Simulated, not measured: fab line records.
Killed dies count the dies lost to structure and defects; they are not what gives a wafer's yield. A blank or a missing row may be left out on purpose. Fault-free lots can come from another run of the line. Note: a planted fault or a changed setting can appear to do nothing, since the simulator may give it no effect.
Which tool did it? | flow nand-harc | Sampling: 24 lots, 72 wafers, 4 of 1159 route steps

## WHAT THE GAUGES READ, wafer by wafer
NHARC_A_BLC_OVL_MEAS_11.
lot  | measured     | on         | overlay-x-nm (nm) | overlay-y-nm (nm)
L074 | day 17 08:02 | overlay-01 | 0.2 0.2 0.0       | -0.6 -0.7 0.0
L076 | day 17 11:37 | overlay-02 | -1.0 -0.3 -0.6    | 1.4 1.2 1.1
L075 | day 17 12:21 | overlay-01 | -0.6 -0.2 -0.1    | -0.6 -1.2 -1.1
L077 | day 17 15:10 | overlay-02 | 0.0 -0.1 -0.4     | 0.3 0.3 -0.2
L079 | day 17 21:32 | overlay-02 | 0.6 0.3 0.1       | 0.8 0.2 0.6
L078 | day 18 03:42 | overlay-01 | -1.3 -0.7 -0.9    | -0.4 -0.3 -1.3
L080 | day 18 13:10 | overlay-01 | -1.1 -0.6 -0.5    | -1.9 -2.3 -1.8
L081 | day 18 22:56 | overlay-02 | 0.0 0.2 0.2       | -0.8 -1.0 -1.2
L082 | day 19 13:14 | overlay-02 | -0.5 -0.1 -0.9    | 0.3 0.4 0.4
L084 | day 19 16:29 | overlay-02 | 1.3 0.9 1.1       | 0.7 0.0 -0.2
L083 | day 19 16:47 | overlay-02 | 1.7 1.2 1.9       | 0.8 0.5 1.3
L088 | day 20 00:19 | overlay-01 | -1.1 -1.0 -0.7    | -1.0 -0.3 -0.4
L087 | day 20 00:55 | overlay-01 | 0.2 0.4 0.8       | -0.4 0.3 -0.1
L086 | day 20 03:29 | overlay-02 | 1.0 0.3 0.5       | 1.1 0.9 0.3
L089 | day 20 13:57 | overlay-01 | 0.0 0.1 0.6       | -0.8 -1.1 -0.7
L085 | day 20 14:15 | overlay-01 | -0.7 -1.2 -0.5    | -0.8 -0.6 -0.3
L091 | day 20 21:53 | overlay-02 | 0.2 -0.1 0.0      | -0.2 -0.6 -0.2
L090 | day 21 12:53 | overlay-01 | -0.5 -0.7 -0.9    | -0.1 -0.2 0.0
L093 | day 21 20:44 | overlay-02 | -1.3 -1.3 -1.0    | -0.5 -0.2 0.0
L092 | day 21 21:31 | overlay-01 | 0.9 1.4 0.9       | -0.8 -0.7 -0.7
L094 | day 22 05:20 | overlay-01 | -0.1 0.3 -0.1     | 0.4 0.8 0.6
L097 | day 22 19:55 | overlay-01 | 0.2 0.2 0.2       | -0.8 0.0 -0.6
L095 | day 23 14:50 | overlay-01 | -0.6 -0.5 -0.5    | -1.0 -0.6 -0.7
L096 | day 23 19:38 | overlay-01 | -0.3 0.3 -0.2     | -1.4 -0.9 -1.0

NHARC_A_BLC_CD_MEAS_19.
lot  | measured     | on        | cd-nm (nm)
L074 | day 17 09:11 | cd-sem-03 | 100.9 105.5 98.1
L076 | day 17 12:56 | cd-sem-02 | 99.0 97.5 99.1
L075 | day 17 13:52 | cd-sem-03 | 102.3 101.9 102.1
L077 | day 17 16:28 | cd-sem-03 | 99.9 102.4 100.4
L079 | day 17 22:37 | cd-sem-01 | 101.4 98.7 99.4
L078 | day 18 04:46 | cd-sem-03 | 98.1 95.4 99.1
L080 | day 18 14:14 | cd-sem-01 | 99.3 97.3 97.9
L081 | day 19 00:01 | cd-sem-02 | 97.7 99.8 98.1
L082 | day 19 14:18 | cd-sem-02 | 97.7 93.9 100.0
L084 | day 19 17:34 | cd-sem-02 | 98.8 98.0 98.3
L083 | day 19 17:52 | cd-sem-01 | 100.6 100.1 99.1
L088 | day 20 01:23 | cd-sem-01 | 97.8 97.4 99.1
L087 | day 20 02:08 | cd-sem-02 | 101.0 100.7 103.6
L086 | day 20 04:33 | cd-sem-02 | 99.6 101.9 103.9
L089 | day 20 15:03 | cd-sem-03 | 95.3 104.2 96.8
L085 | day 20 15:23 | cd-sem-02 | 104.0 101.4 100.0
L091 | day 20 22:58 | cd-sem-01 | 99.4 100.1 97.2
L090 | day 21 13:57 | cd-sem-03 | 103.2 101.8 103.0
L093 | day 21 21:47 | cd-sem-02 | 98.9 99.5 98.2
L092 | day 21 22:35 | cd-sem-03 | 103.2 102.2 100.0
L094 | day 22 06:25 | cd-sem-02 | 101.8 103.1 102.6
L097 | day 22 21:04 | cd-sem-03 | 96.8 98.5 96.8
L095 | day 23 15:55 | cd-sem-02 | 98.7 97.4 99.9
L096 | day 23 20:44 | cd-sem-02 | 102.1 101.6 101.3

## TOOL THAT RAN EACH LOT (tool first, then ch and the chambers of the sampled wafers, then the start)
lot  | NHARC_A_CONTACT_ETCH_134             | NHARC_A_CONTACT_ETCH_98
L074 | har-cap-etch-01 ch 0,1, day 16 23:38 | rie-diel-08 ch 0,1,3, day 17 08:02 or earlier
L076 | har-cap-etch-02 ch 0, day 17 01:03   | rie-diel-04 ch 1,2,3, day 17 11:37 or earlier
L075 | har-cap-etch-03 ch 0,1, day 17 02:25 | rie-diel-08 ch 1,3, day 17 03:41
L077 | har-cap-etch-01 ch 0,1, day 17 10:50 | rie-diel-08 ch 2,3, day 17 15:10 or earlier
L079 | har-cap-etch-02 ch 0,1, day 17 17:14 | rie-diel-08 ch 0,2,3, day 17 21:32 or earlier
L078 | har-cap-etch-01 ch 0,1, day 17 22:39 | rie-diel-08 ch 0,1,2, day 18 03:42 or earlier
L080 | har-cap-etch-02 ch 0,1, day 18 03:30 | rie-diel-08 ch 0,2,3, day 18 13:10 or earlier
L081 | har-cap-etch-02 ch 0, day 18 15:05   | rie-diel-08 ch 1,2,3, day 18 22:56 or earlier
L082 | har-cap-etch-03 ch 0,1, day 19 05:26 | rie-diel-08 ch 0,2,3, day 19 13:14 or earlier
L084 | har-cap-etch-02 ch 0,1, day 19 07:34 | rie-diel-06 ch 1,2,3, day 19 16:29 or earlier
L083 | har-cap-etch-03 ch 0,1, day 19 09:04 | rie-diel-08 ch 0,1, day 19 16:47 or earlier
L088 | har-cap-etch-01 ch 0,1, day 19 18:19 | rie-diel-08 ch 2,3, day 20 00:19 or earlier
L087 | har-cap-etch-01 ch 0,1, day 19 19:15 | rie-diel-08 ch 0,1,2, day 20 00:55 or earlier
L086 | har-cap-etch-02 ch 0,1, day 19 23:16 | rie-diel-04 ch 2,3, day 20 03:29 or earlier
L089 | har-cap-etch-03 ch 0,1, day 20 08:49 | rie-diel-06 ch 2,3, day 20 13:57 or earlier
L085 | har-cap-etch-02 ch 0,1, day 20 09:44 | rie-diel-08 ch 0,2,3, day 20 14:15 or earlier
L091 | har-cap-etch-02 ch 0,1, day 20 17:35 | rie-diel-08 ch 0,3, day 20 21:53 or earlier
L090 | har-cap-etch-02 ch 0,1, day 20 21:40 | rie-diel-06 ch 0,1,2, day 21 12:53 or earlier
L093 | har-cap-etch-01 ch 0,1, day 21 14:17 | rie-diel-08 ch 0,1,2, day 21 20:44 or earlier
L092 | har-cap-etch-03 ch 0,1, day 21 14:56 | rie-diel-06 ch 1,2,3, day 21 21:31 or earlier
L094 | har-cap-etch-01 ch 0,1, day 21 22:25 | rie-diel-06 ch 1,2,3, day 22 05:20 or earlier
L097 | har-cap-etch-01 ch 0,1, day 22 15:33 | rie-diel-08 ch 0,2, day 22 19:55 or earlier
L095 | har-cap-etch-02 ch 0,1, day 23 08:20 | rie-diel-06 ch 1,3, day 23 14:50 or earlier
L096 | har-cap-etch-01 ch 0,1, day 23 12:59 | rie-diel-08 ch 2,3, day 23 14:14
- NHARC_A_CONTACT_ETCH_134: etches the open film in C4F8/O2/Ar, time 140 s, target depth 700 nm.
- NHARC_A_CONTACT_ETCH_98: etches the open film in C4F6/O2, target depth 20 nm, time 10 s.

## WHAT THE TOOLS THEMSELVES READ (means of the sampled wafers that have a number; where no wafer has one, the mark that the record gives instead)
NHARC_A_CONTACT_ETCH_98.
lot  | tool        | drypump-motor-current-A (A) | o2-flow-sccm (sccm) | oes-product-au (a.u.) | rf-vpp-V (V) | showerhead-plenum-p-Torr (Torr) | throttle-valve-pct (%)
L074 | rie-diel-08 | 6.2                         | 19.99               | 0.952                 | 544          | 3.79                            | 26.908
L076 | rie-diel-04 | 5.7                         | 20.01               | 0.953                 | 549          | 4.02                            | 26.895
L075 | rie-diel-08 | 6.2                         | 20.06               | 0.969                 | 545          | 3.78                            | 26.909
L077 | rie-diel-08 | 5.3                         | 20.03               | 0.971                 | 549          | 4.00                            | 26.901
L079 | rie-diel-08 | 5.8                         | 19.99               | 0.943                 | 547          | 3.89                            | 26.910
L078 | rie-diel-08 | 5.8                         | 19.98               | 0.938                 | 547          | 3.92                            | 26.907
L080 | rie-diel-08 | 5.8                         | 20.02               | 0.946                 | 546          | 3.89                            | 26.902
L081 | rie-diel-08 | 5.7                         | 20.00               | 0.962                 | 547          | 3.90                            | 26.904
L082 | rie-diel-08 | 5.8                         | 19.98               | 0.968                 | 547          | 3.89                            | 26.895
L084 | rie-diel-06 | 5.9                         | 20.00               | 0.971                 | 545          | 3.80                            | 26.901
L083 | rie-diel-08 | 6.3                         | 19.98               | 0.948                 | 544          | 3.80                            | 26.904
L088 | rie-diel-08 | 5.8                         | 19.99               | 0.975                 | 546          | 3.88                            | 26.903
L087 | rie-diel-08 | 5.8                         | 20.00               | 0.967                 | 547          | 3.92                            | 26.893
L086 | rie-diel-04 | 5.7                         | 20.01               | 0.950                 | 551          | 4.10                            | 26.907
L089 | rie-diel-06 | 5.7                         | 20.02               | 0.997                 | 548          | 3.90                            | 26.907
L085 | rie-diel-08 | 5.8                         | 19.99               | 0.968                 | 545          | 3.88                            | 26.905
L091 | rie-diel-08 | 6.2                         | 19.99               | 0.942                 | 544          | 3.76                            | 26.908
L090 | rie-diel-06 | 5.8                         | 20.05               | 0.941                 | 545          | 3.85                            | 26.912
L093 | rie-diel-08 | 5.8                         | 20.00               | 0.964                 | 547          | 3.91                            | 26.905
L092 | rie-diel-06 | 5.9                         | 20.00               | 0.937                 | 544          | 3.78                            | 26.907
L094 | rie-diel-06 | 5.9                         | 19.99               | 1.000                 | 544          | 3.78                            | 26.901
L097 | rie-diel-08 | 5.4                         | 19.95               | 0.967                 | 548          | 4.01                            | 26.896
L095 | rie-diel-06 | 5.9                         | 20.02               | 0.940                 | 547          | 3.88                            | 26.902
L096 | rie-diel-08 | 5.8                         | 20.07               | 0.973                 | 546          | 3.87                            | 26.905

## THE ANSWER, worked out from the rows above alone
Rule: the lots themselves supply what counts as usual. The widest of any qualifying gaps counts: lots, ordered by their means at a reading, are off when they make up no more than a third of the lots, leave a main group of 4 or more, and stand apart from it by 3 or more times the standard deviation of that group's means. A main group is skipped when, at the precision printed for the reading in the tables above, its means are all equal. Also off: a lot with no number at a reading for which 4 or more lots have one. The other lots that the step has rows for count as sound. Order of review: gauges by route order, followed by the tools' own readings, for which a lot's mean as printed above is used. At the first step where some lot is off, the reading lying furthest off is the one used; lots without a number count as furthest.
None of the lots is off at any reading shown; this tells nothing.

## WHAT HAD BEEN PUT IN BY THE SIMULATOR
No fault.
